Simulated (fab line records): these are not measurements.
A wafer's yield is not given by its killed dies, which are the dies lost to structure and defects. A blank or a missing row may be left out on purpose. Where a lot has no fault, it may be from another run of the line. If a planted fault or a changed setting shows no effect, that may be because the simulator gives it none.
Which tool is to blame? | flow nandHarc | Sampling: 11 lots, 33 wafers, 3 of 1302 route steps

== WHAT EACH GAUGE READ, for each wafer ==
NHARC_A_ONON_D1_THK_MEAS_14: measures by ellipsometry.
lot  | measured     | on           | thkNm (nm)
L185 | day 7 21:37  | filmMetro-02 | 969 972 970
L187 | day 9 01:29  | filmMetro-02 | 1003 1005 1002
L190 | day 9 22:38  | filmMetro-02 | 1000 998 999
L193 | day 10 22:22 | filmMetro-02 | 992 991 990
L192 | day 10 22:22 | filmMetro-01 | 989 988 987
L194 | day 11 14:40 | filmMetro-02 | 985 985 985
L196 | day 12 09:01 | filmMetro-02 | 1002 1000 1002
L202 | day 14 21:57 | filmMetro-01 | 993 993 993
L205 | day 16 00:54 | filmMetro-01 | 1008 1009 1009
L206 | day 16 22:48 | filmMetro-01 | 1006 1008 1006
L207 | day 17 02:41 | filmMetro-01 | 991 990 991

NHARC_A_CHANNEL_HOLE_D1_CD_MEAS_10 targets a cd of 100 nm.
lot  | measured     | on       | cdNm (nm)
L185 | day 8 13:00  | cdSem-01 | 100.6 99.9 100.0
L187 | day 9 17:40  | cdSem-03 | 99.9 100.5 100.3
L190 | day 10 14:41 | cdSem-03 | 100.1 100.2 100.1
L193 | day 11 17:35 | cdSem-02 | 99.7 100.1 99.7
L192 | day 11 17:03 | cdSem-02 | 100.3 100.1 99.6
L194 | day 12 10:57 | cdSem-02 | 100.1 100.4 100.6
L196 | day 12 22:48 | cdSem-03 | 102.4 102.1 102.8
L202 | day 15 11:36 | cdSem-03 | 101.9 102.4 102.7
L205 | day 16 18:56 | cdSem-03 | 99.5 99.7 99.9
L206 | day 17 11:48 | cdSem-01 | 100.4 100.5 100.2
L207 | day 17 19:47 | cdSem-02 | 100.4 100.0 99.7

== EACH LOT AND THE TOOL THAT RAN IT (in order: tool; ch and the chambers of the sampled wafers; start) ==
lot  | NHARC_A_CHANNEL_HOLE_D1_EXPOSE_07
L185 | arfiScanner-02 ch 0, day 8 12:51
L187 | arfiScanner-03 ch 0, day 9 17:31
L190 | arfiScanner-03 ch 0, day 10 14:34
L193 | arfiScanner-03 ch 0, day 11 17:27
L192 | arfiScanner-01 ch 0, day 11 16:55
L194 | arfiScanner-03 ch 0, day 12 10:49
L196 | arfiScanner-03 ch 0, day 12 22:40
L202 | arfiScanner-03 ch 0, day 15 11:28
L205 | arfiScanner-02 ch 0, day 16 18:47
L206 | arfiScanner-01 ch 0, day 17 11:40
L207 | arfiScanner-01 ch 0, day 17 19:38
- NHARC_A_CHANNEL_HOLE_D1_EXPOSE_07: exposes mask HOLE D1, target cd 100 nm.

== WHAT THE TOOLS THEMSELVES READ (means of the sampled wafers that have a number; where no wafer has one, the mark that the record gives instead) ==
NHARC_A_CHANNEL_HOLE_D1_EXPOSE_07.
lot  | tool           | exposureDoseMJCm2
L185 | arfiScanner-02 | 59.66
L187 | arfiScanner-03 | 59.64
L190 | arfiScanner-03 | 59.70
L193 | arfiScanner-03 | 59.70
L192 | arfiScanner-01 | 59.65
L194 | arfiScanner-03 | 59.69
L196 | arfiScanner-03 | 62.96
L202 | arfiScanner-03 | 62.40
L205 | arfiScanner-02 | 59.61
L206 | arfiScanner-01 | 59.52
L207 | arfiScanner-01 | 59.60

== THE ANSWER, worked out from the rows above alone ==
Rule: the lots themselves supply what counts as usual. Put in order of their means at a reading, lots are off if they are a third of the lots or fewer, leave a main group of 4 or more, and stand apart from it by a gap of 3 or more times the standard deviation of the main group's means; of several such gaps the widest counts. Not used: any main group whose means are identical at the precision the tables above print for the reading. Also off: a lot with no number at a reading for which 4 or more lots have one. All remaining lots with rows at the step are treated as sound. First the gauges in route order, then the tools' own readings, where a lot's mean is used as printed above. The first step at which some lot is off is used, and at that step the reading that is off furthest; a lot without a number counts as furthest.
Off: L196, L202, at NHARC_A_CHANNEL_HOLE_D1_CD_MEAS_10 (cdNm). Mean 100.1 nm and standard deviation 0.21 in the main group.
If a tool, at a process step before that reading, ran all the lots that are off and no sound lot after the first of them, it fits. The gauges at NHARC_A_CHANNEL_HOLE_D1_CD_MEAS_10 aren't tried: what is off there is off at NHARC_A_CHANNEL_HOLE_D1_EXPOSE_07 too, on other tools, and a gauge's error can't cause that. One candidate fits, namely arfiScanner-03 at NHARC_A_CHANNEL_HOLE_D1_EXPOSE_07. Its last sound lot is L194 (day 12 10:49), its first lot that is off L196 (day 12 22:40): a fault that began between those two fits.
On the lots that are off, the tool's own readings at NHARC_A_CHANNEL_HOLE_D1_EXPOSE_07 differ by more than 5 times the standard deviation of the sound lots' means, which bears it out; exposureDoseMJCm2 reads 62.68 there versus 59.64 on the sound lots.

== WHAT THE SIMULATOR PUT IN ==
Process parameter drift: arfiScanner-03, from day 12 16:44 on, at NHARC_A_CHANNEL_HOLE_D1_EXPOSE_07. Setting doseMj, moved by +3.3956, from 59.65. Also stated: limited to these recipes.
Shown lots that were struck: L196, L202. The rule above found the same.
